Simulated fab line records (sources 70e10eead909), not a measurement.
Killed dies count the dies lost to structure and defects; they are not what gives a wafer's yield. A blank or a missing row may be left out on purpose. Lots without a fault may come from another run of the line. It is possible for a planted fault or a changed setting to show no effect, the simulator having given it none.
What tool caused it? | flow nandHarc | 7 lots, 21 wafers sampled, at 3 steps of a route of 1159

## WHAT THE GAUGES SHOWED, per wafer
NHARC_A_BLC_CD_MEAS_10 targets a cd of 100 nm.
lot  | measured     | on       | cdNm (nm)
L423 | day 17 11:56 | cdSem-03 | 100.0 99.3 100.2
L428 | day 18 00:20 | cdSem-02 | 99.6 99.9 99.4
L431 | day 19 10:19 | cdSem-02 | 100.1 99.9 99.9
L433 | day 19 13:30 | cdSem-03 | 99.3 99.5 99.3
L434 | day 20 13:37 | cdSem-02 | 100.0 99.3 99.6
L439 | day 21 01:59 | cdSem-02 | 99.6 99.2 99.4
L442 | day 21 21:48 | cdSem-03 | 107.0 107.4 107.6

## WHICH TOOL RAN EACH LOT (tool, then ch and the chambers of the sampled wafers, then the start)
lot  | NHARC_A_CONTACT_ETCH_139           | NHARC_A_BLC_PEB_08
L423 | harCapEtch-01 ch 0,1, day 17 02:46 | lithoTrack-01 ch 0, day 17 11:52
L428 | harCapEtch-02 ch 0,1, day 17 20:32 | lithoTrack-04 ch 0, day 18 00:15
L431 | harCapEtch-01 ch 0,1, day 19 03:47 | lithoTrack-06 ch 0, day 19 10:14
L433 | harCapEtch-01 ch 0,1, day 19 09:01 | lithoTrack-06 ch 0, day 19 13:25
L434 | harCapEtch-02 ch 0,1, day 20 09:22 | lithoTrack-04 ch 0, day 20 13:32
L439 | harCapEtch-01 ch 0,1, day 20 20:19 | lithoTrack-06 ch 0, day 21 01:54
L442 | harCapEtch-02 ch 0,1, day 21 13:13 | lithoTrack-01 ch 0, day 21 21:43
- NHARC_A_CONTACT_ETCH_139: etches the open film in C4F8/O2/Ar, time 137 s, target depth 590 nm.
- NHARC_A_BLC_PEB_08: peb time 65 s.

## THE ANSWER, worked out from the rows above alone
Rule: the usual values come from the lots themselves. Put in order of their means at a reading, lots are off if they are a third of the lots or fewer, leave a main group of 4 or more, and stand apart from it by a gap of 3 or more times the standard deviation of the main group's means; of several such gaps the widest counts. If all means in a main group match to the digits the tables above print for the reading, that group is not used. A lot without any number at a reading at which 4 lots or more have one is off too. All remaining lots with rows at the step are treated as sound.
Off, at NHARC_A_BLC_CD_MEAS_10 on cdNm: L442. Mean 99.6 nm and standard deviation 0.21 in the main group.
If a tool, at a process step before that reading, ran all the lots that are off and no sound lot after the first of them, it fits. Those tools and the gauges at NHARC_A_BLC_CD_MEAS_10 are tried in the same way. Can't be told from this: 3 tools fit, harCapEtch-02 at NHARC_A_CONTACT_ETCH_139, lithoTrack-01 at NHARC_A_BLC_PEB_08, cdSem-03 at NHARC_A_BLC_CD_MEAS_10.

## WHAT HAD BEEN PUT IN BY THE SIMULATOR
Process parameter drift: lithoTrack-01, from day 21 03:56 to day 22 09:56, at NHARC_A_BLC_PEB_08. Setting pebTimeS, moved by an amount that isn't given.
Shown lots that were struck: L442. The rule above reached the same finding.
